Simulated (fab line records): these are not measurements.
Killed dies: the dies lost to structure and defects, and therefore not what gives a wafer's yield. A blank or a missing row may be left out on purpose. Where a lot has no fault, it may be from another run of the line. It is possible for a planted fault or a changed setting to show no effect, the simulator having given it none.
fab line records	flow nand-harc
record lots=6	wafers=18	last-day=23
route steps=1159 shown A_M0@1004 A_M1@1026 END@1159
lots with no fault: from the same line, run without faults
start-h: hours from the record's first day to the start of the lot's first wafer shown	wait-h: hours since the lot's step before	" repeats the value in the row above	L1.1+2: a row that stands for several wafers	- no value present, or no start provided	* or withheld: withheld	< > ~ a bound
route shown NAME@n: names a module that has steps shown in the file, with the first one's number in the route	usual: mean/standard deviation taken from wafers without a fault	same: alike in all rows	chamber/n: place in a boat	sites: the reading at each site	_std_site: how widely they spread, as a standard deviation	_edge_site: mean of outer sites minus mean of inner sites	radius-mm: how far each site lies from the wafer's centre	mask NAME#n: copy n	behind: tool/chamber where the wafer was last shaped	hold: reason for holding the lot/hours on hold/outcome of the hold	device: names the non-switching transistor (n, p or np)	end of line: the tests these same wafers got at the end of their route	a step with no rows: only its recipe	killed: dies lost to structure and defects at the first sort, not the wafer's yield	map: the dies of a wafer, with x for killed, . for not killed, _ for no die there
set.NAME: the setting as run; set.NAME@STEP: as run at that earlier step	model.NAME: the simulator's own value behind a step, which no gauge read
a table for each step, a row for each wafer; lots at some steps of the route
services: from which hour (start-h, from the record's first day; less than 0 if before it) a tool's chamber was out of use, for how many hours, and why
## steps
# step NHARC_A_M0_CD_MEAS_09
# recipe target-cd-nm=80	landing-energy-ev=500
# usual cd-nm=80.0/0.64
lot.wafer	tool	chamber	start-h	wait-h	cd-nm
L783.2	cd-sem-02	0	401.30	-	79.8
L783.3	"	0	"	"	79.2
L783.6	"	0	"	"	79.7
L788.1	cd-sem-02	0	427.28	-	79.3
L788.4	"	0	"	"	79.2
L788.5	"	0	"	"	79.5
L793.3	cd-sem-02	0	455.03	-	79.6
L793.4	"	0	"	"	79.7
L793.5	"	0	"	"	79.8
L792.4	cd-sem-03	0	460.88	-	80.4
L792.5	"	0	"	"	79.8
L792.6	"	0	"	"	81.1
L799.2	cd-sem-02	0	486.85	-	80.1
L799.4	"	0	"	"	79.7
L799.5	"	0	"	"	78.6
L800.2	cd-sem-02	0	502.56	-	79.0
L800.5	"	0	"	"	79.4
L800.6	"	0	"	"	79.2
# step NHARC_A_M0_OVL_MEAS_10
# recipe pitch-nm=160
# usual overlay-x-nm=0.1/0.78	overlay-y-nm=-0.2/0.78
lot.wafer	tool	chamber	start-h	wait-h	overlay-x-nm	overlay-y-nm
L783.2	overlay-02	-	401.39	-	1.0	-1.1
L783.3	"	-	"	"	0.4	-0.9
L783.6	"	-	"	"	-0.1	-1.0
L788.1	overlay-01	-	427.37	-	-0.6	-0.9
L788.4	"	-	"	"	-0.3	-0.8
L788.5	"	-	"	"	-0.8	-0.4
L793.3	overlay-02	-	455.11	-	1.0	0.4
L793.4	"	-	"	"	1.8	0.6
L793.5	"	-	"	"	1.4	0.2
L792.4	overlay-01	-	460.98	-	-0.7	0.4
L792.5	"	-	"	"	0.0	1.3
L792.6	"	-	"	"	-0.7	0.7
L799.2	overlay-02	-	486.93	-	0.8	-0.6
L799.4	"	-	"	"	0.4	-0.2
L799.5	"	-	"	"	0.0	-0.6
L800.2	overlay-01	-	502.64	-	-0.4	-1.6
L800.5	"	-	"	"	-0.3	-1.3
L800.6	"	-	"	"	0.3	-1.3
# step NHARC_A_M0_INSPECT_11
# usual raw-defect-count=29/12
lot.wafer	tool	chamber	start-h	wait-h	raw-defect-count
L783.2	defect-inspect-01	-	401.42	0.0	14
L783.3	"	-	"	"	18
L783.6	"	-	"	"	13
L788.1	defect-inspect-01	-	427.41	0.0	23
L788.4	"	-	"	"	22
L788.5	"	-	"	"	26
L793.3	defect-inspect-01	-	455.15	0.0	21
L793.4	"	-	"	"	30
L793.5	"	-	"	"	24
L792.4	defect-inspect-02	-	461.02	0.0	27
L792.5	"	-	"	"	32
L792.6	"	-	"	"	29
L799.2	defect-inspect-02	-	486.97	0.0	29
L799.4	"	-	"	"	25
L799.5	"	-	"	"	39
L800.2	defect-inspect-01	-	502.68	0.0	41
L800.5	"	-	"	"	32
L800.6	"	-	"	"	41
# step NHARC_A_M0_DESCUM_14
# recipe time-s=3	o2-flow-sccm=200	ar-flow-sccm=0	bias-power-w=0	chemistry=O2
# step NHARC_A_M0_ETCH_34
# recipe target-depth-a=400	overetch-a=120	time-s=43.94	ion-energy-ev=200	n2-flow-sccm=150	h2-flow-sccm=150	ar-flow-sccm=0	rf-w=400	bias-w=150	chemistry=N2/H2
# step NHARC_A_M0_ETCH_15
# recipe target-depth-a=1500	overetch-a=150	time-s=82.5	c4f8-flow-sccm=withheld	ar-flow-sccm=400	rf-w=600	bias-w=300	chemistry=C4F8/Ar
# step NHARC_A_M0_CD_MEAS_16
# usual cd-nm=80.0/0.78
lot.wafer	tool	chamber	start-h	wait-h	cd-nm
L783.2	cd-sem-03	-	401.79	-	79.0
L783.3	"	-	"	"	79.8
L783.6	"	-	"	"	80.8
L788.1	cd-sem-01	-	427.87	-	79.3
L788.4	"	-	"	"	78.3
L788.5	"	-	"	"	79.2
L793.3	cd-sem-03	-	455.51	-	79.4
L793.4	"	-	"	"	80.0
L793.5	"	-	"	"	79.5
L792.4	cd-sem-01	-	461.40	-	79.8
L792.5	"	-	"	"	79.4
L792.6	"	-	"	"	81.0
L799.2	cd-sem-03	-	487.33	-	80.3
L799.4	"	-	"	"	79.3
L799.5	"	-	"	"	78.6
L800.2	cd-sem-03	-	503.04	-	79.6
L800.5	"	-	"	"	80.3
L800.6	"	-	"	"	79.4
# step NHARC_A_M0_STRIP_18
# recipe power-w=1000	n2-flow-sccm=150	h2-flow-sccm=150	ar-flow-sccm=0	bias-w=0	chemistry=N2/H2
# step NHARC_A_M0_STRIP_19
# recipe time-s=600	temp-c=30	chemistry=post-etch-residue-remover
# step NHARC_A_M0_DEGAS_28
# recipe temp-c=250	time-s=60
# usual heater-power-w=335/26
lot.wafer	tool	chamber	start-h	wait-h	heater-power-w
L783.3	pvd-sputter-02	-	402.41	-	330
L783.2	"	-	"	"	317
L783.6	"	-	"	"	336
L788.1	pvd-sputter-02	-	428.53	-	340
L788.4	"	-	"	"	325
L788.5	"	-	"	"	344
L793.4	pvd-sputter-03	-	456.13	-	322
L793.3	"	-	"	"	380
L793.5	"	-	"	"	312
L792.4	pvd-sputter-01	-	462.05	-	287
L792.6	"	-	"	"	318
L792.5	"	-	"	"	376
L799.2	pvd-sputter-02	-	487.96	-	330
L799.4	"	-	"	"	346
L799.5	"	-	"	"	306
L800.2	pvd-sputter-02	-	503.66	-	317
L800.6	"	-	"	"	318
L800.5	"	-	"	"	336
# step NHARC_A_M0_PRE_CLEAN_29
# recipe time-s=30	temp-c=280	gas=H2/He
# usual heater-power-w=410/34
lot.wafer	tool	chamber	start-h	wait-h	heater-power-w
L783.2	pvd-sputter-02	-	-	-	417
L783.3	"	-	"	"	391
L783.6	"	-	"	"	401
L788.4	pvd-sputter-02	-	-	-	383
L788.1	"	-	"	"	426
L788.5	"	-	"	"	389
L793.4	pvd-sputter-03	-	-	-	464
L793.3	"	-	"	"	374
L793.5	"	-	"	"	474
L792.4	pvd-sputter-01	-	-	-	361
L792.6	"	-	"	"	473
L792.5	"	-	"	"	357
L799.4	pvd-sputter-02	-	-	-	390
L799.2	"	-	"	"	419
L799.5	"	-	"	"	386
L800.2	pvd-sputter-02	-	-	-	408
L800.6	"	-	"	"	413
L800.5	"	-	"	"	391
# step NHARC_A_M0_PVD_20
# recipe target-thk-a=50	bias-v=168.6	power-w=15000	chamber-pressure-pa=0.12	time-s=8.06	substrate-temp-c=50	material=TaN
# step NHARC_A_M0_PVD_21
# recipe target-thk-a=300	chamber-pressure-pa=5	power-w=5000	substrate-temp-c=30	time-s=20.49	material=Cu
# usual throttle-valve-pct=30.0/0.93
lot.wafer	tool	chamber	start-h	wait-h	throttle-valve-pct
L783.2	pvd-sputter-02	-	402.63	-	29.3
L783.3	"	-	"	"	30.2
L783.6	"	-	"	"	31.1
L788.1	pvd-sputter-02	-	428.75	-	29.6
L788.4	"	-	"	"	29.1
L788.5	"	-	"	"	31.1
L793.3	pvd-sputter-03	-	456.38	-	31.1
L793.4	"	-	"	"	30.8
L793.5	"	-	"	"	30.5
L792.4	pvd-sputter-01	-	462.26	-	29.0
L792.6	"	-	"	"	30.3
L792.5	"	-	"	"	28.9
L799.2	pvd-sputter-02	-	488.17	-	31.1
L799.4	"	-	"	"	30.3
L799.5	"	-	"	"	31.1
L800.2	pvd-sputter-02	-	503.89	-	29.3
L800.6	"	-	"	"	31.0
L800.5	"	-	"	"	29.4
# step NHARC_A_M0_ECD_22
# recipe target-thk-a=4000	bath-temp-c=25	material=Cu
# step NHARC_A_M0_ANNEAL_30
# recipe temp-c=225	time-s=90
# step NHARC_A_M0_CMP_23
# recipe t-overpolish-s=20	target-thk-nm=113.75
# step NHARC_A_M0_SRD_25
# step NHARC_A_M0_INSPECT_27
# usual raw-defect-count=440/110
lot.wafer	tool	chamber	start-h	wait-h	raw-defect-count
L783.2	defect-inspect-02	-	404.12	0.0	430
L783.3	"	-	"	"	469
L783.6	"	-	"	"	427
L788.1	defect-inspect-01	-	430.09	0.0	334
L788.4	"	-	"	"	314
L788.5	"	-	"	"	481
L793.3	defect-inspect-01	-	457.70	0.0	406
L793.4	"	-	"	"	500
L793.5	"	-	"	"	311
L792.4	defect-inspect-02	-	463.58	0.0	408
L792.5	"	-	"	"	492
L792.6	"	-	"	"	323
L799.2	defect-inspect-01	-	489.57	0.0	346
L799.4	"	-	"	"	404
L799.5	"	-	"	"	307
L800.2	defect-inspect-02	-	505.21	0.0	361
L800.5	"	-	"	"	513
L800.6	"	-	"	"	368
# step NHARC_A_M0_PRE_CLEAN_31
# recipe time-s=12	temp-c=370	rf-power-w=300	gas=NH3
# step NHARC_A_M0_DEP_32
# recipe target-thk-a=300	temp-c=370	target-thk-nm=30	pressure-torr=3	flow-sccm=200	rf-w=450	material=SiCN
# step NHARC_A_M1_DEP_00
# recipe target-thk-a=1825	target-thk-nm=182.5	temp-c=withheld	pressure-torr=5	flow-sccm=200	rf-w=600	material=SiOC
# step NHARC_A_M1_DEHYDRATE_01
# recipe temp-c=150	time-s=120
# step NHARC_A_M1_HMDS_02
# recipe time-s=30
# step NHARC_A_M1_COAT_34
# recipe temp-c=200	time-s=65
# step NHARC_A_M1_COAT_03
# recipe spin-rpm=1500	resist-thk-nm=90
# step NHARC_A_M1_SOFTBAKE_04
# recipe temp-c=105	time-s=55
# step NHARC_A_M1_EBR_05
# step NHARC_A_M1_EXPOSE_06
# recipe na=1.35	target-cd-nm=120	dose-mj=75.13	mask-id=A_M1
# step NHARC_A_M1_PEB_07
# recipe peb-temp-c=100	peb-time-s=65
# step NHARC_A_M1_DEVELOP_08
# recipe develop-time-s=35	dev-temp-c=23
# step NHARC_A_M1_CD_MEAS_09
# recipe target-cd-nm=120	landing-energy-ev=500
# usual cd-nm=119.9/0.67
lot.wafer	tool	chamber	start-h	wait-h	cd-nm
L783.2	cd-sem-02	0	405.39	-	119.2
L783.3	"	0	"	"	119.8
L783.6	"	0	"	"	119.6
L788.1	cd-sem-01	0	431.41	-	119.8
L788.4	"	0	"	"	121.0
L788.5	"	0	"	"	120.7
L793.3	cd-sem-03	0	459.31	-	119.6
L793.4	"	0	"	"	119.4
L793.5	"	0	"	"	119.5
L792.4	cd-sem-02	0	465.27	-	119.4
L792.5	"	0	"	"	119.5
L792.6	"	0	"	"	119.7
L799.2	cd-sem-03	0	490.95	-	119.4
L800.2	cd-sem-03	0	506.47	-	120.6
L800.6	"	0	"	"	120.3
# step NHARC_A_M1_OVL_MEAS_10
# recipe pitch-nm=240
# usual overlay-x-nm=-0.2/0.55	overlay-y-nm=-0.2/0.94
lot.wafer	tool	chamber	start-h	wait-h	overlay-x-nm	overlay-y-nm
L783.2	overlay-02	-	405.47	-	0.1	1.8
L783.3	"	-	"	"	-0.1	2.2
L783.6	"	-	"	"	0.3	2.3
L788.1	overlay-02	-	431.50	-	-0.3	1.1
L788.4	"	-	"	"	-0.5	1.4
L788.5	"	-	"	"	0.1	1.4
L793.3	overlay-02	-	459.39	-	-0.4	0.4
L793.4	"	-	"	"	-0.4	1.0
L793.5	"	-	"	"	0.1	0.6
L792.4	overlay-01	-	465.35	-	-0.6	-1.6
L792.5	"	-	"	"	-0.6	-1.4
L792.6	"	-	"	"	-0.3	-1.3
L799.2	overlay-02	-	491.04	-	-0.1	-0.2
L800.2	overlay-01	-	506.56	-	-1.4	0.2
L800.6	"	-	"	"	-0.9	0.4
# step NHARC_A_M1_INSPECT_11
# usual raw-defect-count=30/13
lot.wafer	tool	chamber	start-h	wait-h	raw-defect-count
L783.2	defect-inspect-01	-	405.52	0.0	10
L783.3	"	-	"	"	14
L783.6	"	-	"	"	12
L788.1	defect-inspect-02	-	431.53	0.0	25
L788.4	"	-	"	"	23
L788.5	"	-	"	"	23
L793.3	defect-inspect-02	-	459.43	0.0	25
L793.4	"	-	"	"	29
L793.5	"	-	"	"	25
L792.4	defect-inspect-02	-	465.39	0.0	29
L792.5	"	-	"	"	33
L792.6	"	-	"	"	27
L799.2	defect-inspect-02	-	491.07	0.0	32
L800.2	defect-inspect-01	-	506.60	0.0	40
L800.6	"	-	"	"	37
# step NHARC_A_M1_DESCUM_14
# recipe time-s=3	o2-flow-sccm=200	ar-flow-sccm=0	bias-power-w=0	chemistry=O2
# usual drypump-motor-current-A=5.55/0.29	oes-product-au=0.999/0.011	rf-vpp-V=57.9/0.82	showerhead-plenum-p-Torr=1.95/0.071	throttle-valve-pct=11.311/0.0085
lot.wafer	tool	chamber	start-h	wait-h	drypump-motor-current-A	oes-product-au	rf-hours-counter-h	rf-vpp-V	showerhead-plenum-p-Torr	throttle-valve-pct
L783.3	rie-diel-03	1	405.59	0.1	5.97	0.988	0	59.2	2.04	11.306
L783.2	"	2	"	"	5.33	0.995	1	56.1	1.99	11.316
L783.6	"	0	"	"	5.91	0.990	-	57.7	1.85	11.312
L788.4	rie-diel-03	0	431.60	0.1	5.90	1.001	2	58.6	1.85	11.318
L788.1	"	2	"	"	5.38	0.979	2	57.9	1.99	11.314
L788.5	"	3	"	"	5.47	1.007	-	57.7	2.01	11.323
L793.3	rie-diel-11	2	459.51	0.1	5.50	1.012	2	58.9	2.00	11.301
L793.4	"	3	"	"	5.21	0.988	2	57.4	1.94	11.320
L793.5	"	0	"	"	5.86	0.984	-	58.2	1.86	11.301
L792.4	rie-diel-11	0	465.45	0.1	5.85	0.988	2	58.9	1.87	11.317
L792.6	"	0	"	"	5.82	1.001	-	58.0	1.86	11.326
L792.5	"	1	"	"	5.24	0.999	-	58.1	1.91	11.307
L799.2	rie-diel-03	0	491.15	0.1	5.89	1.015	4	57.2	1.85	11.309
L800.2	rie-diel-03	1	506.68	0.1	5.97	0.999	8	59.5	2.03	11.302
L800.6	"	3	"	"	5.53	1.002	-	57.4	2.00	11.298
# step NHARC_A_M1_ETCH_35
# recipe target-depth-a=400	overetch-a=120	time-s=43.94	ion-energy-ev=200	n2-flow-sccm=150	h2-flow-sccm=150	ar-flow-sccm=0	rf-w=400	bias-w=150	chemistry=N2/H2
# step NHARC_A_M1_ETCH_15
# recipe target-depth-a=1825	time-s=91.2	c4f8-flow-sccm=withheld	ar-flow-sccm=400	rf-w=600	bias-w=300	chemistry=C4F8/Ar
# usual oes-product-au=0.953/0.023	rf-vpp-V=441.9/2.2
lot.wafer	tool	chamber	start-h	wait-h	oes-product-au	rf-hours-counter-h	rf-vpp-V
L783.2	rie-diel-03	3	-	-	0.956	1	442.6
L783.3	"	1	"	"	0.963	0	443.2
L783.6	"	0	"	"	0.965	-	438.7
L788.1	rie-diel-03	3	-	-	0.945	2	443.9
L788.4	"	0	"	"	0.970	2	438.5
L788.5	"	2	"	"	0.971	-	444.7
L793.4	rie-diel-11	0	-	-	0.920	2	438.5
L793.3	"	1	"	"	0.925	2	439.5
L793.5	"	1	"	"	0.927	-	442.4
L792.4	rie-diel-11	2	-	-	0.989	2	443.5
L792.6	"	1	"	"	0.958	-	441.1
L792.5	"	2	"	"	0.996	-	442.5
L799.2	rie-diel-03	0	-	-	0.970	4	438.8
L800.2	rie-diel-03	0	-	-	0.992	6	438.3
L800.6	"	0	"	"	0.991	-	438.1
# step NHARC_A_M1_CD_MEAS_16
# usual cd-nm=120.1/0.81
lot.wafer	tool	chamber	start-h	wait-h	cd-nm
L783.2	cd-sem-02	-	405.88	-	119.6
L783.3	"	-	"	"	119.5
L783.6	"	-	"	"	118.9
L788.1	cd-sem-03	-	431.91	-	120.9
L788.4	"	-	"	"	120.7
L788.5	"	-	"	"	120.2
L793.3	cd-sem-01	-	459.80	-	120.0
L793.4	"	-	"	"	120.7
L793.5	"	-	"	"	120.9
L792.4	cd-sem-01	-	465.76	-	120.7
L792.5	"	-	"	"	119.7
L792.6	"	-	"	"	120.2
L799.2	cd-sem-03	-	491.49	-	118.9
L800.2	cd-sem-02	-	506.96	-	120.4
L800.6	"	-	"	"	120.4
# step NHARC_A_M1_STRIP_18
# recipe power-w=1000	n2-flow-sccm=150	h2-flow-sccm=150	ar-flow-sccm=0	bias-w=0	chemistry=N2/H2
# step NHARC_A_M1_ETCH_28
# recipe target-depth-a=300	over-etch-frac=0.3	time-s=72.99	ion-energy-ev=150	cf4-flow-sccm=50	n2-flow-sccm=100	ar-flow-sccm=150	rf-w=300	bias-w=100	chemistry=CF4/N2
# usual drypump-motor-current-A=5.54/0.28	oes-product-au=0.998/0.0093	rf-vpp-V=315.2/1.8	showerhead-plenum-p-Torr=2.69/0.091	throttle-valve-pct=19.795/0.0085
lot.wafer	tool	chamber	start-h	wait-h	drypump-motor-current-A	oes-product-au	rf-hours-counter-h	rf-vpp-V	showerhead-plenum-p-Torr	throttle-valve-pct
L783.3	rie-diel-10	2	-	-	5.41	1.004	4	316.1	2.79	19.800
L783.2	"	3	"	"	5.19	1.007	4	317.7	2.78	19.793
L783.6	"	2	"	"	5.38	1.001	-	316.2	2.79	19.795
L788.4	rie-diel-03	3	-	-	5.50	1.003	2	317.0	2.75	19.783
L788.1	"	0	"	"	5.92	0.990	2	311.8	2.55	19.797
L788.5	"	2	"	"	5.36	0.996	-	314.9	2.73	19.784
L793.3	rie-diel-03	0	-	-	5.92	0.996	2	311.5	2.55	19.797
L793.4	"	1	"	"	5.90	0.998	4	316.2	2.78	19.783
L793.5	"	3	"	"	5.52	0.989	-	316.1	2.74	19.798
L792.4	rie-diel-03	1	-	-	5.91	0.988	4	315.8	2.78	19.785
L792.6	"	3	"	"	5.51	0.995	-	315.8	2.74	19.799
L792.5	"	0	"	"	5.95	0.995	-	313.2	2.55	19.803
L799.2	rie-diel-11	3	-	-	5.22	0.992	3	315.7	2.66	19.794
L800.2	rie-diel-11	3	-	-	5.22	0.994	4	315.2	2.66	19.794
L800.6	"	3	"	"	5.23	0.988	-	314.1	2.66	19.785
# step NHARC_A_M1_STRIP_19
# recipe time-s=600	temp-c=30	chemistry=post-etch-residue-remover
# step NHARC_END_SORT_01
# recipe temp-c=25
# usual defect-limited-yield=95.6/1.4	killed-at-array=26/9	killed-at-other=0.8/1.2	killed-at-periphery=3.2/2.3	killed-dies=30/9.1	killed-open=3.5/2	killed-short=1.8/1.4	sort_bin_2_pct=1.4/0.59	sort_bin_3_pct=0.25/0.22	sort_bin_4_pct=2.8/0.91	sort-n-pass=647/9.1	sort-rim-yield-pct=95.4/3	sort-yield-pct=95.6/1.4
# same gross-dies=677	sort_bin_5_pct[%]=0	sort_bin_6_pct[%]=0	sort_bin_7_pct[%]=0	sort_bin_8_pct[%]=0	sort-rim-n-gross=106.00
lot.wafer	tool	chamber	start-h	wait-h	defect-limited-yield[%]	killed-at-array	killed-at-other	killed-at-periphery	killed-dies	killed-open	killed-short	sort_bin_2_pct[%]	sort_bin_3_pct[%]	sort_bin_4_pct[%]	sort-n-pass	sort-rim-yield-pct[%]	sort-yield-pct[%]
L788.1	prober-01	0	470.57	2.5	95.9	23	3	2	28	3	1	1.9	0	2.2	649	96.2	95.9
L788.4	prober-01	0	472.97	3.4	96.3	23	1	1	25	4	1	1.2	0.44	2.1	652	97.2	96.3
L788.5	prober-01	0	473.77	3.7	96.0	25	1	1	27	2	2	1.5	0.15	2.4	650	100.0	96.0
L793.3	prober-01	0	492.90	3.1	96.3	21	2	2	25	3	4	0.7	0.30	2.7	652	93.4	96.3
L793.4	prober-01	0	493.71	3.4	96.0	25	1	1	27	5	1	1.3	0.30	2.4	650	96.2	96.0
L793.5	prober-01	0	494.51	3.7	96.6	20	0	3	23	3	2	0.9	0.15	2.4	654	91.5	96.6
L792.4	prober-01	0	504.18	3.4	95.6	27	1	2	30	7	4	1.3	0.15	3.0	647	96.2	95.6
L792.5	prober-01	0	504.98	3.7	96.0	26	0	1	27	2	0	1.5	0.15	2.4	650	99.1	96.0
L792.6	prober-01	0	505.78	4.0	95.6	27	1	2	30	5	4	0.9	0.30	3.2	647	97.2	95.6
L799.4	prober-01	0	533.28	3.4	0	670	7	0	677	6	2	96.8	0.15	3.1	0	0	0
L799.5	prober-01	0	534.09	3.7	0	674	1	2	677	7	2	96.0	0	4.0	0	0	0
L800.5	prober-01	0	545.97	3.7	0	672	2	3	677	2	0	95.6	0.59	3.8	0	0	0
# killed by level:class
L788.1 A_CHANNEL_HOLE_D1:chamber-film-flake=15 THIN_TSV:chamber-film-flake=3 A_CHANNEL_FILL_D1:chamber-film-flake=2 A_WL_FILL:chamber-film-flake=2 P_M0:geometric-particle:open=1 A_SGD_CUT:geometric-particle:short=1 A_CONTACT:geometric-particle:open=1 A_M0:geometric-particle:open=1
L788.4 A_CHANNEL_HOLE_D1:chamber-film-flake=12 A_ONON_D1:geometric-particle:open=2 A_CONTACT:geometric-particle:open=2 A_SLIT:chamber-film-flake=2 A_WL_FILL:chamber-film-flake=2 A_WL_FILL:geometric-particle:short=1 P_CONTACT:chamber-film-flake=1 A_STAIRCASE:chamber-film-flake=1
L788.5 A_CHANNEL_HOLE_D1:chamber-film-flake=14 A_STAIRCASE:chamber-film-flake=2 A_SLIT:chamber-film-flake=2 A_CONTACT:chamber-film-flake=2 P_CONTACT:geometric-particle:open=1 A_SOURCE_PLATE:geometric-particle:short=1 A_CONTACT:geometric-particle:open=1 A_BLC:geometric-particle:short=1
L793.3 A_SLIT:chamber-film-flake=7 A_CONTACT:chamber-film-flake=4 A_CHANNEL_HOLE_D1:chamber-film-flake=3 A_ONON_D1:geometric-particle:short=2 A_STAIRCASE:chamber-film-flake=2 P_GATE:geometric-particle:short=1 P_M1:geometric-particle:open=1 A_ONON_D1:geometric-particle:open=1
L793.4 A_SLIT:chamber-film-flake=9 A_CHANNEL_HOLE_D1:chamber-film-flake=5 A_CHANNEL_FILL_D1:chamber-film-flake=3 A_CONTACT:chamber-film-flake=3 A_CONTACT:geometric-particle:open=2 P_M0:geometric-particle:open=1 A_BLC:geometric-particle:open=1 A_BLC:geometric-particle:short=1
L793.5 A_SLIT:chamber-film-flake=8 A_CONTACT:chamber-film-flake=4 A_CHANNEL_HOLE_D1:chamber-film-flake=3 P_GATE:geometric-particle:open=1 P_CONTACT:geometric-particle:open=1 P_M0:geometric-particle:open=1 A_CHANNEL_HOLE_D1:geometric-particle:short=1 A_WL_FILL:geometric-particle:short=1
L792.4 A_CHANNEL_HOLE_D1:chamber-film-flake=16 A_CONTACT:geometric-particle:open=3 P_GATE:geometric-particle:open=1 P_GATE:geometric-particle:short=1 A_SOURCE_PLATE:geometric-particle:open=1 A_ONON_D1:geometric-particle:open=1 A_SGD_CUT:geometric-particle:open=1 A_WL_FILL:geometric-particle:short=1
L792.5 A_CHANNEL_HOLE_D1:chamber-film-flake=23 P_M0:geometric-particle:open=1 A_SGD_CUT:geometric-particle:open=1 A_ZERO_WELL:chamber-film-flake=1 A_CONTACT:chamber-film-flake=1
L792.6 A_CHANNEL_HOLE_D1:chamber-film-flake=17 A_CONTACT:chamber-film-flake=3 A_CONTACT:geometric-particle:open=2 P_CONTACT:geometric-particle:open=1 P_M1:geometric-particle:open=1 A_ONON_D1:geometric-particle:short=1 A_CHANNEL_HOLE_D1:geometric-particle:short=1 A_SGD_CUT:geometric-particle:short=1
L799.4 A_M0:area-pvd=646 A_SLIT:chamber-film-flake=9 THIN_TSV:chamber-film-flake=7 A_CHANNEL_HOLE_D1:chamber-film-flake=4 A_BLC:geometric-particle:open=3 A_ONON_D1:geometric-particle:open=1 A_CHANNEL_FILL_D1:geometric-particle:short=1 A_CHANNEL_FILL_D1:geometric-particle:open=1
L799.5 A_M0:area-pvd=639 A_SLIT:chamber-film-flake=15 A_STAIRCASE:chamber-film-flake=5 A_CONTACT:chamber-film-flake=3 A_CHANNEL_HOLE_D1:chamber-film-flake=3 A_CHANNEL_FILL_D1:chamber-film-flake=2 P_CONTACT:geometric-particle:short=1 P_M0:geometric-particle:open=1
L800.5 A_M0:area-pvd=638 A_CHANNEL_HOLE_D1:chamber-film-flake=20 A_CONTACT:chamber-film-flake=6 A_STAIRCASE:chamber-film-flake=5 P_STI:chamber-film-flake=2 THIN_TSV:chamber-film-flake=2 P_GATE:geometric-particle:open=1 A_CONTACT:geometric-particle:open=1
# map L799.4 (x killed, . not)
____________x____________
_________xxxxxxx_________
_______xxxxxxxxxxx_______
______xxxxxxxxxxxxx______
_____xxxxxxxxxxxxxxx_____
____xxxxxxxxxxxxxxxxx____
____xxxxxxxxxxxxxxxxx____
___xxxxxxxxxxxxxxxxxxx___
___xxxxxxxxxxxxxxxxxxx___
__xxxxxxxxxxxxxxxxxxxxx__
__xxxxxxxxxxxxxxxxxxxxx__
_xxxxxxxxxxxxxxxxxxxxxxx_
_xxxxxxxxxxxxxxxxxxxxxxx_
_xxxxxxxxxxxxxxxxxxxxxxx_
_xxxxxxxxxxxxxxxxxxxxxxx_
_xxxxxxxxxxxxxxxxxxxxxxx_
xxxxxxxxxxxxxxxxxxxxxxxxx
xxxxxxxxxxxxxxxxxxxxxxxxx
xxxxxxxxxxxxxxxxxxxxxxxxx
xxxxxxxxxxxxxxxxxxxxxxxxx
xxxxxxxxxxxxxxxxxxxxxxxxx
_xxxxxxxxxxxxxxxxxxxxxxx_
_xxxxxxxxxxxxxxxxxxxxxxx_
_xxxxxxxxxxxxxxxxxxxxxxx_
_xxxxxxxxxxxxxxxxxxxxxxx_
_xxxxxxxxxxxxxxxxxxxxxxx_
__xxxxxxxxxxxxxxxxxxxxx__
__xxxxxxxxxxxxxxxxxxxxx__
___xxxxxxxxxxxxxxxxxxx___
___xxxxxxxxxxxxxxxxxxx___
____xxxxxxxxxxxxxxxxx____
____xxxxxxxxxxxxxxxxx____
_____xxxxxxxxxxxxxxx_____
______xxxxxxxxxxxxx______
_______xxxxxxxxxxx_______
_________xxxxxxx_________
____________x____________
# map L800.5 (x killed, . not)
____________x____________
_________xxxxxxx_________
_______xxxxxxxxxxx_______
______xxxxxxxxxxxxx______
_____xxxxxxxxxxxxxxx_____
____xxxxxxxxxxxxxxxxx____
____xxxxxxxxxxxxxxxxx____
___xxxxxxxxxxxxxxxxxxx___
___xxxxxxxxxxxxxxxxxxx___
__xxxxxxxxxxxxxxxxxxxxx__
__xxxxxxxxxxxxxxxxxxxxx__
_xxxxxxxxxxxxxxxxxxxxxxx_
_xxxxxxxxxxxxxxxxxxxxxxx_
_xxxxxxxxxxxxxxxxxxxxxxx_
_xxxxxxxxxxxxxxxxxxxxxxx_
_xxxxxxxxxxxxxxxxxxxxxxx_
xxxxxxxxxxxxxxxxxxxxxxxxx
xxxxxxxxxxxxxxxxxxxxxxxxx
xxxxxxxxxxxxxxxxxxxxxxxxx
xxxxxxxxxxxxxxxxxxxxxxxxx
xxxxxxxxxxxxxxxxxxxxxxxxx
_xxxxxxxxxxxxxxxxxxxxxxx_
_xxxxxxxxxxxxxxxxxxxxxxx_
_xxxxxxxxxxxxxxxxxxxxxxx_
_xxxxxxxxxxxxxxxxxxxxxxx_
_xxxxxxxxxxxxxxxxxxxxxxx_
__xxxxxxxxxxxxxxxxxxxxx__
__xxxxxxxxxxxxxxxxxxxxx__
___xxxxxxxxxxxxxxxxxxx___
___xxxxxxxxxxxxxxxxxxx___
____xxxxxxxxxxxxxxxxx____
____xxxxxxxxxxxxxxxxx____
_____xxxxxxxxxxxxxxx_____
______xxxxxxxxxxxxx______
_______xxxxxxxxxxx_______
_________xxxxxxx_________
____________x____________
## services
tool	chamber	start-h	hours	kind
pvd-sputter-02	-	392.00	10.0	pm
rie-diel-03	-	392.30	9.0	pm
rie-diel-03	0	392.30	9.0	vent-cycle
rie-diel-03	1	392.30	9.0	vent-cycle
rie-diel-03	2	392.30	9.0	vent-cycle
rie-diel-03	3	392.30	9.0	vent-cycle
pvd-sputter-01	-	401.27	3.5	repair
rie-diel-03	0	401.30	-	clean
rie-diel-03	1	401.30	-	clean
rie-diel-03	2	401.30	-	clean
rie-diel-03	3	401.30	-	clean
pvd-sputter-03	-	425.63	1.6	repair
rie-diel-03	0	425.80	-	clean
rie-diel-03	1	425.80	-	clean
rie-diel-03	2	425.80	-	clean
rie-diel-03	3	425.80	-	clean
rie-diel-03	0	432.71	12.3	repair
pvd-sputter-01	-	435.59	5.0	repair
rie-diel-03	0	450.30	-	clean
pvd-sputter-03	-	463.02	10.0	pm
rie-diel-11	2	477.32	23.2	repair
rie-diel-10	2	496.06	15.7	repair
rie-diel-11	1	501.10	1.4	repair
rie-diel-11	0	502.42	6.5	repair
## key
first-sign step=NHARC_END_SORT_01	reading=sort_bin_2_pct	direction=up	sigmas=99+	usual=1.4	struck=96.1
effect step=NHARC_END_SORT_01	reading=killed-at-array	direction=up	sigmas=72	usual=26	struck=672
more-kills-born-at NHARC_A_M0_PVD_21@pvd-sputter-02=1923
met-at NHARC_A_M0_PVD_21
struck-wafers L799.4,L799.5,L800.5
later-rows-left-out L799.4,L799.5,L800.5
onset-between 428.75 488.17
fault kind=process-parameter-drift	tool=pvd-sputter-02	chamber=-	onset-h=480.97	steps=NHARC_A_M0_PVD_21	channel=target-thk-a	offset=*	shape=step	end-h=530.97	scope=struck-wafers-only	acts-in=*	stated=*
# later-rows-left-out: the simulator's readings of these wafers behind a module that went badly wrong aren't trusted and aren't shown, but for the sort
